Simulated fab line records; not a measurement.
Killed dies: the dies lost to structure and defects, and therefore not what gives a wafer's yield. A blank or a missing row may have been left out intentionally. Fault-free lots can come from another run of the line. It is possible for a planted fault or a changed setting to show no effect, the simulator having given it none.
fab line records -- flow n5-finfet -- part 1 of 2: steps 1 to 4 of 6
record lots=23, wafers=69, last-day=21
route steps=1938 shown MOL_CONTACT_COAG@562
lots with no fault: from the same line, run without faults
start-h: the number of hours between the record's first day and the start of the first shown wafer of the lot -- wait-h: hours from the lot's prior step to this one -- " identical to the entry in the row above -- L1.1+2: several wafers, shown together as one row -- - no value present, or no start provided -- * or withheld: withheld -- < > ~ a bound
route shown NAME@n: NAME is a module with steps in the file, n the number in the route of the first one -- usual: mean/standard deviation taken from wafers without a fault -- same: alike in all rows -- chamber/n: place in a boat -- sites: per-site readings -- _std_site: the standard deviation of these -- _edge_site: inner sites' mean taken away from outer sites' mean -- radius-mm: for every site, how far away it sits from the centre of the wafer -- mask NAME#n: copy n -- behind: the last tool/chamber to shape the wafer -- hold: cause of the lot's hold/its duration in hours/its outcome -- device: the transistor (n, p or np) that didn't switch -- end of line: tests run on the same wafers once the route is complete -- a step given without rows: its recipe and nothing more -- killed: the dies lost at the first sort to structure and to defects; this is not the yield of the wafer -- map: per-die view of a wafer (x killed, . not killed, _ where there is no die)
set.NAME: the setting as run; set.NAME@STEP: as run at that earlier step -- model.NAME: the simulator's own value behind a step, which no gauge read
one table for each step of the route and one row for each wafer, over a sample of lots
services: when a tool's chamber went out of use (start-h, in hours from the record's first day, below 0 if earlier), for how many hours, and the reason
## steps
# step N5_MOL_CONTACT_COAG_ALD_123
# recipe material=SiNx, target-thk-a=50, temp-c=400, ald-precursor-family=SiH2I2, ald-co-reactant=N2/H2-plasma, pulse-time-s=1, purge-time-s=2, co-reactant-purge-time-s=2, ald-cycles=100, pressure-torr=2
# usual chamber-pressure-Torr=2.000/0.0044, heater-power-w=820/94, precursor-pulse-height-rel=1.001/0.02
# same pulse-time-s=1
lot.wafer,tool,chamber,start-h,wait-h,chamber-pressure-Torr,heater-power-w,precursor-pulse-height-rel
L074.3,ald-sin-03,0,98.46,0.0,2.010,635,1.020
L074.4,ald-sin-03,3,98.46,0.0,2.002,826,0.969
L074.6,ald-sin-03,3,98.46,0.0,1.995,816,0.999
L075.1,ald-sin-04,0,101.42,0.0,1.997,807,0.993
L075.3,ald-sin-04,2,101.42,0.0,2.002,825,1.039
L075.6,ald-sin-04,2,101.42,0.0,2.000,819,1.000
L077.3,ald-sin-01,2,118.69,0.0,2.004,777,0.986
L077.5,ald-sin-01,0,118.69,0.0,1.999,843,1.035
L077.6,ald-sin-01,3,118.69,0.0,1.991,767,1.002
L078.2,ald-sin-04,0,124.71,0.2,2.001,807,1.023
L078.4,ald-sin-04,1,124.71,0.2,1.996,696,1.003
L078.6,ald-sin-04,2,124.71,0.2,1.997,832,1.015
L079.2,ald-sin-01,3,132.62,0.0,2.007,773,0.994
L079.3,ald-sin-01,1,132.62,0.0,2.002,964,0.989
L079.4,ald-sin-01,2,132.62,0.0,1.998,782,1.005
L080.2,ald-sin-01,1,142.44,0.0,2.001,985,0.979
L080.3,ald-sin-01,2,142.44,0.0,2.003,761,0.975
L080.5,ald-sin-01,3,142.44,0.0,1.997,774,1.026
L081.1,ald-sin-04,1,146.91,0.8,2.001,713,1.016
L081.2,ald-sin-04,0,146.91,0.8,2.003,823,0.976
L081.5,ald-sin-04,1,146.91,0.8,1.998,688,0.980
L082.2,ald-sin-03,3,149.40,0.0,2.000,860,0.962
L082.5,ald-sin-03,1,149.40,0.0,1.998,919,0.979
L082.6,ald-sin-03,2,149.40,0.0,2.002,948,0.993
L083.2,ald-sin-04,2,153.39,0.1,2.003,835,0.997
L083.3,ald-sin-04,3,153.39,0.1,1.995,777,0.970
L083.4,ald-sin-04,0,153.39,0.1,2.004,813,1.040
L084.2,ald-sin-01,3,157.34,0.2,2.002,739,0.991
L084.4,ald-sin-01,1,157.34,0.2,1.998,952,1.003
L084.5,ald-sin-01,0,157.34,0.2,2.004,861,1.060
L085.1,ald-sin-03,0,161.32,0.0,2.004,650,0.960
L085.2,ald-sin-03,1,161.32,0.0,1.998,902,0.994
L085.3,ald-sin-03,3,161.32,0.0,2.002,837,1.028
L086.3,ald-sin-04,1,168.89,0.0,1.999,684,0.984
L086.4,ald-sin-04,3,168.89,0.0,2.000,768,1.030
L086.5,ald-sin-04,1,168.89,0.0,2.002,694,0.993
L087.2,ald-sin-04,0,175.17,0.2,2.000,825,0.987
L087.3,ald-sin-04,3,175.17,0.2,2.002,745,1.016
L087.5,ald-sin-04,3,175.17,0.2,2.000,771,1.009
L088.3,ald-sin-04,3,177.10,0.0,2.006,773,0.987
L088.5,ald-sin-04,1,177.10,0.0,1.998,703,1.034
L088.6,ald-sin-04,2,177.10,0.0,1.997,816,0.989
L089.2,ald-sin-01,0,185.44,0.0,2.006,844,0.989
L089.4,ald-sin-01,2,185.44,0.0,2.007,781,0.979
L089.6,ald-sin-01,0,185.44,0.0,1.999,848,0.967
L090.2,ald-sin-03,3,188.74,0.0,1.994,835,1.026
L090.4,ald-sin-03,0,188.74,0.0,2.008,645,1.028
L090.5,ald-sin-03,2,188.74,0.0,2.004,981,1.004
L091.1,ald-sin-01,1,197.43,0.0,2.001,983,1.012
L091.2,ald-sin-01,3,197.43,0.0,1.991,782,0.997
L091.4,ald-sin-01,1,197.43,0.0,1.998,986,0.999
L092.1,ald-sin-01,1,207.62,0.2,2.001,964,0.974
L092.4,ald-sin-01,3,207.62,0.2,1.993,805,1.012
L092.6,ald-sin-01,1,207.62,0.2,2.004,957,0.950
L093.1,ald-sin-01,2,209.82,0.2,1.998,781,1.044
L093.5,ald-sin-01,2,209.82,0.2,1.998,766,1.007
L093.6,ald-sin-01,1,209.82,0.2,2.005,981,0.979
L094.2,ald-sin-01,2,222.78,0.0,1.999,791,0.985
L094.3,ald-sin-01,3,222.78,0.0,1.994,788,0.984
L094.4,ald-sin-01,1,222.78,0.0,2.003,985,1.012
L095.2,ald-sin-03,2,224.32,0.0,2.001,968,0.998
L095.3,ald-sin-03,1,224.32,0.0,1.996,903,1.035
L095.5,ald-sin-03,1,224.32,0.0,1.998,902,0.995
L096.2,ald-sin-03,0,227.62,0.0,2.001,638,0.987
L096.3,ald-sin-03,3,227.62,0.0,2.008,833,0.950
L096.4,ald-sin-03,3,227.62,0.0,2.001,831,1.003
L097.1,ald-sin-01,3,238.18,0.0,1.998,794,1.003
L097.2,ald-sin-01,0,238.18,0.0,2.000,836,0.973
L097.4,ald-sin-01,2,238.18,0.0,1.998,779,1.021
# step N5_MOL_CONTACT_COAG_CD_MEAS_40
# recipe target-cd-nm=25.1, landing-energy-ev=500, detector=se-inlens, polarity=opening
# usual cd-nm=25.09/0.22
lot.wafer,tool,chamber,start-h,wait-h,cd-nm
L074.3,cd-sem-02,0,100.71,-,24.93
L074.4,cd-sem-02,0,100.71,-,25.08
L074.6,cd-sem-02,0,100.71,-,24.99
L075.1,cd-sem-02,0,103.76,-,25.24
L075.3,cd-sem-02,0,103.76,-,24.98
L075.6,cd-sem-02,0,103.76,-,24.73
L077.3,cd-sem-03,0,121.31,-,25.08
L077.5,cd-sem-03,0,121.31,-,25.18
L077.6,cd-sem-03,0,121.31,-,25.82
L078.2,cd-sem-01,0,126.88,-,25.27
L078.4,cd-sem-01,0,126.88,-,24.73
L078.6,cd-sem-01,0,126.88,-,25.04
L079.2,cd-sem-02,0,134.86,-,24.96
L079.3,cd-sem-02,0,134.86,-,24.98
L079.4,cd-sem-02,0,134.86,-,25.22
L080.2,cd-sem-02,0,145.05,-,25.00
L080.3,cd-sem-02,0,145.05,-,25.09
L080.5,cd-sem-02,0,145.05,-,24.95
L081.1,cd-sem-02,0,149.27,-,25.10
L081.2,cd-sem-02,0,149.27,-,25.15
L081.5,cd-sem-02,0,149.27,-,24.93
L082.2,cd-sem-03,0,151.63,-,25.05
L082.5,cd-sem-03,0,151.63,-,25.22
L082.6,cd-sem-03,0,151.63,-,25.17
L083.2,cd-sem-01,0,155.73,-,24.93
L083.3,cd-sem-01,0,155.73,-,25.05
L083.4,cd-sem-01,0,155.73,-,25.16
L084.2,cd-sem-03,0,159.86,-,25.28
L084.4,cd-sem-03,0,159.86,-,24.84
L084.5,cd-sem-03,0,159.86,-,24.80
L085.1,cd-sem-02,0,164.48,-,24.88
L085.2,cd-sem-02,0,164.48,-,25.12
L085.3,cd-sem-02,0,164.48,-,24.82
L086.3,cd-sem-03,0,171.87,-,25.21
L086.4,cd-sem-03,0,171.87,-,24.89
L086.5,cd-sem-03,0,171.87,-,24.87
L087.2,cd-sem-02,0,177.55,-,25.27
L087.3,cd-sem-02,0,177.55,-,24.86
L087.5,cd-sem-02,0,177.55,-,25.10
L088.3,cd-sem-01,0,179.40,-,24.99
L088.5,cd-sem-01,0,179.40,-,25.23
L088.6,cd-sem-01,0,179.40,-,24.93
L089.2,cd-sem-01,0,187.81,-,25.31
L089.4,cd-sem-01,0,187.81,-,25.45
L089.6,cd-sem-01,0,187.81,-,25.42
L090.2,cd-sem-01,0,191.13,-,24.98
L090.4,cd-sem-01,0,191.13,-,24.61
L090.5,cd-sem-01,0,191.13,-,25.23
L091.1,cd-sem-01,0,199.78,-,24.81
L091.2,cd-sem-01,0,199.78,-,25.10
L091.4,cd-sem-01,0,199.78,-,25.44
L092.1,cd-sem-02,0,209.96,-,24.93
L092.4,cd-sem-02,0,209.96,-,24.71
L092.6,cd-sem-02,0,209.96,-,25.09
L093.1,cd-sem-01,0,212.03,-,25.66
L093.5,cd-sem-01,0,212.03,-,25.40
L093.6,cd-sem-01,0,212.03,-,25.30
L094.2,cd-sem-01,0,225.16,-,25.22
L094.3,cd-sem-01,0,225.16,-,25.45
L094.4,cd-sem-01,0,225.16,-,25.27
L095.2,cd-sem-01,0,227.10,-,25.31
L095.3,cd-sem-01,0,227.10,-,25.12
L095.5,cd-sem-01,0,227.10,-,25.20
L096.2,cd-sem-01,0,229.92,-,25.47
L096.3,cd-sem-01,0,229.92,-,25.06
L096.4,cd-sem-01,0,229.92,-,25.02
L097.1,cd-sem-02,0,240.56,-,25.23
L097.2,cd-sem-02,0,240.56,-,24.99
L097.4,cd-sem-02,0,240.56,-,24.97
# step N5_MOL_CONTACT_COAG_OVL_MEAS_41
# recipe points-per-wafer=522
# usual VD_OVL=-0.3/0.72
# same points-per-wafer=522
lot.wafer,tool,chamber,start-h,wait-h,VD_OVL[nm]
L074.3,overlay-02,0,100.75,0.0,0.0
L074.4,overlay-02,0,100.75,0.0,0.3
L074.6,overlay-02,0,100.75,0.0,0.9
L075.1,overlay-02,0,103.79,0.0,-0.5
L075.3,overlay-02,0,103.79,0.0,-0.1
L075.6,overlay-02,0,103.79,0.0,0.2
L077.3,overlay-01,0,121.35,0.0,0.0
L077.5,overlay-01,0,121.35,0.0,-0.1
L077.6,overlay-01,0,121.35,0.0,-1.1
L078.2,overlay-01,0,126.91,0.0,-1.0
L078.4,overlay-01,0,126.91,0.0,-0.3
L078.6,overlay-01,0,126.91,0.0,-0.3
L079.2,overlay-01,0,134.90,0.0,-1.1
L079.3,overlay-01,0,134.90,0.0,-1.5
L079.4,overlay-01,0,134.90,0.0,-2.4
L080.2,overlay-01,0,145.09,0.0,0.0
L080.3,overlay-01,0,145.09,0.0,0.1
L080.5,overlay-01,0,145.09,0.0,0.4
L081.1,overlay-01,0,149.30,0.0,0.0
L081.2,overlay-01,0,149.30,0.0,0.5
L081.5,overlay-01,0,149.30,0.0,-0.2
L082.2,overlay-01,0,151.67,0.0,0.9
L082.5,overlay-01,0,151.67,0.0,0.2
L082.6,overlay-01,0,151.67,0.0,-0.4
L083.2,overlay-01,0,155.76,0.0,-1.0
L083.3,overlay-01,0,155.76,0.0,-1.4
L083.4,overlay-01,0,155.76,0.0,-1.0
L084.2,overlay-01,0,159.89,0.0,-0.6
L084.4,overlay-01,0,159.89,0.0,0.3
L084.5,overlay-01,0,159.89,0.0,-0.2
L085.1,overlay-01,0,164.51,0.0,-2.2
L085.2,overlay-01,0,164.51,0.0,-0.5
L085.3,overlay-01,0,164.51,0.0,-0.1
L086.3,overlay-01,0,171.91,0.0,-0.3
L086.4,overlay-01,0,171.91,0.0,-0.5
L086.5,overlay-01,0,171.91,0.0,-0.8
L087.2,overlay-01,0,177.59,0.0,-0.5
L087.3,overlay-01,0,177.59,0.0,0.8
L087.5,overlay-01,0,177.59,0.0,-0.3
L088.3,overlay-01,0,179.44,0.0,0.1
L088.5,overlay-01,0,179.44,0.0,-0.1
L088.6,overlay-01,0,179.44,0.0,0.5
L089.2,overlay-01,0,187.84,0.0,0.1
L089.4,overlay-01,0,187.84,0.0,0.9
L089.6,overlay-01,0,187.84,0.0,0.7
L090.2,overlay-01,0,191.16,0.0,0.2
L090.4,overlay-01,0,191.16,0.0,-0.8
L090.5,overlay-01,0,191.16,0.0,0.4
L091.1,overlay-01,0,199.81,0.0,-0.7
L091.2,overlay-01,0,199.81,0.0,0.3
L091.4,overlay-01,0,199.81,0.0,-0.4
L092.1,overlay-01,0,209.99,0.0,-0.7
L092.4,overlay-01,0,209.99,0.0,-0.5
L092.6,overlay-01,0,209.99,0.0,0.3
L093.1,overlay-01,0,212.06,0.0,-1.2
L093.5,overlay-01,0,212.06,0.0,-1.2
L093.6,overlay-01,0,212.06,0.0,-2.0
L094.2,overlay-01,0,225.19,0.0,-0.1
L094.3,overlay-01,0,225.19,0.0,-0.2
L094.4,overlay-01,0,225.19,0.0,0.0
L095.2,overlay-01,0,227.13,0.0,-0.3
L095.3,overlay-01,0,227.13,0.0,-0.7
L095.5,overlay-01,0,227.13,0.0,-0.4
L096.2,overlay-01,0,229.96,0.0,0.3
L096.3,overlay-01,0,229.96,0.0,1.3
L096.4,overlay-01,0,229.96,0.0,0.4
L097.1,overlay-01,0,240.59,0.0,-0.4
L097.2,overlay-01,0,240.59,0.0,-0.4
L097.4,overlay-01,0,240.59,0.0,0.7
# step N5_MOL_CONTACT_COAG_ETCH_65
# recipe chemistry=N2/H2, target=underlayer, target-depth-a=130, mask-material=CAR-EUV, time-s=10.4, ion-energy-ev=200, pressure-mtorr=30, source-w=840, bias-w=150, n2-flow-sccm=200, h2-flow-sccm=200, ends=cleared
# usual drypump-motor-current-A=5.6/0.56, etch-rf-on-time-s=10.6/0.3, oes-product-au=0.67/0.072, rf-vpp-V=523.8/2, showerhead-plenum-p-Torr=2.54/0.071, throttle-valve-pct=17.63/0.2
lot.wafer,tool,chamber,start-h,wait-h,drypump-motor-current-A,etch-rf-on-time-s,oes-product-au,rf-hours-counter-h,rf-vpp-V,showerhead-plenum-p-Torr,throttle-valve-pct
L074.3,rie-diel-04,1,100.86,0.0,6.4,10.2,0.80,11,526.1,2.62,17.91
L074.4,rie-diel-04,3,100.86,0.0,6.5,10.3,0.63,186,525.8,2.62,17.56
L074.6,rie-diel-04,3,100.86,0.0,6.5,10.4,0.62,-,525.5,2.62,17.55
L075.1,rie-diel-05,3,103.91,0.0,5.3,10.8,0.55,250,522.9,2.50,18.03
L075.3,rie-diel-05,2,103.91,0.0,5.4,10.2,0.67,117,525.2,2.55,17.42
L075.6,rie-diel-05,0,103.91,0.0,5.2,10.8,0.68,-,525.6,2.56,17.58
L077.3,rie-diel-05,1,121.46,0.0,6.4,10.8,0.76,17,521.6,2.50,17.42
L077.5,rie-diel-05,0,121.46,0.0,5.3,10.7,0.68,-,525.6,2.56,17.59
L077.6,rie-diel-05,3,121.46,0.0,5.2,10.6,0.88,-,523.0,2.50,17.59
L078.2,rie-diel-04,0,127.04,0.0,5.8,10.4,0.59,214,523.8,2.49,17.55
L078.4,rie-diel-04,3,127.04,0.0,6.5,10.4,0.62,193,528.2,2.62,17.57
L078.6,rie-diel-04,0,127.04,0.0,5.7,10.5,0.59,-,523.4,2.49,17.55
L079.2,rie-diel-04,2,135.02,0.0,4.9,11.3,0.62,128,524.7,2.56,17.45
L079.3,rie-diel-04,1,135.02,0.0,6.3,10.3,0.78,20,526.8,2.61,17.95
L079.4,rie-diel-04,2,135.02,0.0,4.9,11.3,0.63,-,523.3,2.56,17.45
L080.2,rie-diel-05,1,145.21,0.0,6.4,10.8,0.74,24,521.8,2.49,17.43
L080.3,rie-diel-05,2,145.21,0.0,5.4,10.1,0.67,126,524.3,2.54,17.42
L080.5,rie-diel-05,2,145.21,0.0,5.4,10.1,0.67,-,527.1,2.54,17.44
L081.1,rie-diel-05,2,149.43,0.0,5.4,10.3,0.66,127,524.6,2.54,17.42
L081.2,rie-diel-05,1,149.43,0.0,6.4,11.0,0.74,25,524.9,2.50,17.44
L081.5,rie-diel-05,0,149.43,0.0,5.3,10.8,0.66,-,523.6,2.56,17.60
L082.2,rie-diel-05,2,151.79,0.0,5.4,10.1,0.67,127,523.9,2.54,17.44
L082.5,rie-diel-05,2,151.79,0.0,5.4,10.1,0.67,-,524.2,2.54,17.41
L082.6,rie-diel-05,1,151.79,0.0,6.4,10.8,0.74,-,522.2,2.49,17.45
L083.2,rie-diel-01,3,155.88,0.0,5.6,10.4,0.74,50,523.3,2.50,17.48
L083.3,rie-diel-01,2,155.88,0.0,5.2,10.3,0.60,222,520.6,2.40,17.56
L083.4,rie-diel-01,0,155.88,0.0,5.5,10.6,0.61,183,523.2,2.53,17.88
L084.2,rie-diel-01,2,160.01,0.0,5.2,10.5,0.60,224,520.2,2.40,17.56
L084.4,rie-diel-01,1,160.01,0.0,5.1,10.5,0.64,152,526.7,2.70,18.06
L084.5,rie-diel-01,1,160.01,0.0,5.1,10.6,0.64,-,526.6,2.70,18.05
L085.1,rie-diel-04,1,164.83,0.0,6.4,10.1,0.77,27,525.7,2.61,17.94
L085.2,rie-diel-04,3,164.83,0.0,6.5,10.3,0.62,203,525.6,2.61,17.58
L085.3,rie-diel-04,0,164.83,0.0,5.8,10.5,0.58,220,523.6,2.49,17.56
L086.3,rie-diel-01,0,172.03,0.0,5.5,10.6,0.60,187,523.8,2.53,17.88
L086.4,rie-diel-01,3,172.03,0.0,5.7,10.4,0.73,55,522.3,2.50,17.51
L086.5,rie-diel-01,3,172.03,0.0,5.7,10.4,0.72,-,521.3,2.50,17.48
L087.2,rie-diel-04,0,177.74,0.0,5.7,10.5,0.59,224,524.1,2.48,17.58
L087.3,rie-diel-04,3,177.74,0.0,6.5,10.2,0.61,207,524.4,2.61,17.62
L087.5,rie-diel-04,1,177.74,0.0,6.3,10.2,0.77,-,526.7,2.61,17.95
L088.3,rie-diel-01,3,179.73,0.0,5.6,10.5,0.73,57,522.1,2.49,17.49
L088.5,rie-diel-01,2,179.73,0.0,5.2,10.5,0.59,-,518.0,2.40,17.58
L088.6,rie-diel-01,3,179.73,0.0,5.6,10.6,0.72,-,521.7,2.50,17.50
L089.2,rie-diel-04,0,187.96,0.0,5.8,10.5,0.57,229,523.5,2.48,17.57
L089.4,rie-diel-04,2,187.96,0.0,4.9,11.2,0.62,144,524.5,2.55,17.48
L089.6,rie-diel-04,3,187.96,0.0,6.6,10.4,0.62,-,526.8,2.61,17.61
L090.2,rie-diel-05,1,191.28,0.0,6.4,11.0,0.72,36,522.2,2.49,17.44
L090.4,rie-diel-05,2,191.28,0.0,5.4,10.1,0.66,138,524.2,2.54,17.45
L090.5,rie-diel-05,2,191.28,0.0,5.4,10.0,0.67,-,523.1,2.54,17.45
L091.1,rie-diel-05,1,199.94,0.0,6.4,10.8,0.72,38,521.3,2.49,17.45
L091.2,rie-diel-05,2,199.94,0.0,5.4,10.0,0.68,140,524.7,2.54,17.45
L091.4,rie-diel-05,0,199.94,0.0,5.3,10.6,0.68,104,525.2,2.56,17.61
L092.1,rie-diel-01,1,210.12,0.0,5.1,10.5,0.63,168,526.0,2.69,18.11
L092.4,rie-diel-01,2,210.12,0.0,5.2,10.4,0.60,-,520.8,2.39,17.59
L092.6,rie-diel-01,1,210.12,0.0,5.1,10.6,0.62,-,528.2,2.69,18.09
L093.1,rie-diel-01,2,212.19,0.0,5.2,10.3,0.60,240,520.2,2.39,17.60
L093.5,rie-diel-01,3,212.19,0.0,5.7,10.5,0.71,-,521.7,2.49,17.50
L093.6,rie-diel-01,2,212.19,0.0,5.2,10.4,0.59,-,517.5,2.39,17.59
L094.2,rie-diel-04,3,225.68,0.0,6.6,10.4,0.60,218,525.1,2.61,17.61
L094.3,rie-diel-04,2,225.68,0.0,4.9,11.1,0.61,155,523.8,2.55,17.50
L094.4,rie-diel-04,0,225.68,0.0,5.7,10.6,0.57,241,521.3,2.48,17.62
L095.2,rie-diel-05,2,227.32,0.0,5.4,10.2,0.65,150,523.4,2.53,17.47
L095.3,rie-diel-05,1,227.32,0.0,6.4,10.9,0.71,47,522.4,2.49,17.48
L095.5,rie-diel-05,3,227.32,0.0,5.3,10.4,0.79,-,521.6,2.48,17.61
L096.2,rie-diel-04,3,230.80,0.0,6.6,10.4,0.61,221,526.3,2.61,17.60
L096.3,rie-diel-04,1,230.80,0.0,6.4,10.3,0.73,47,524.4,2.60,17.98
L096.4,rie-diel-04,0,230.80,0.0,5.8,10.6,0.57,243,524.0,2.48,17.60
L097.1,rie-diel-04,3,241.05,0.0,6.6,10.3,0.60,224,526.7,2.60,17.65
L097.2,rie-diel-04,0,241.05,0.0,5.8,10.5,0.57,247,523.2,2.47,17.62
L097.4,rie-diel-04,2,241.05,0.0,4.9,11.1,0.61,161,525.9,2.55,17.52
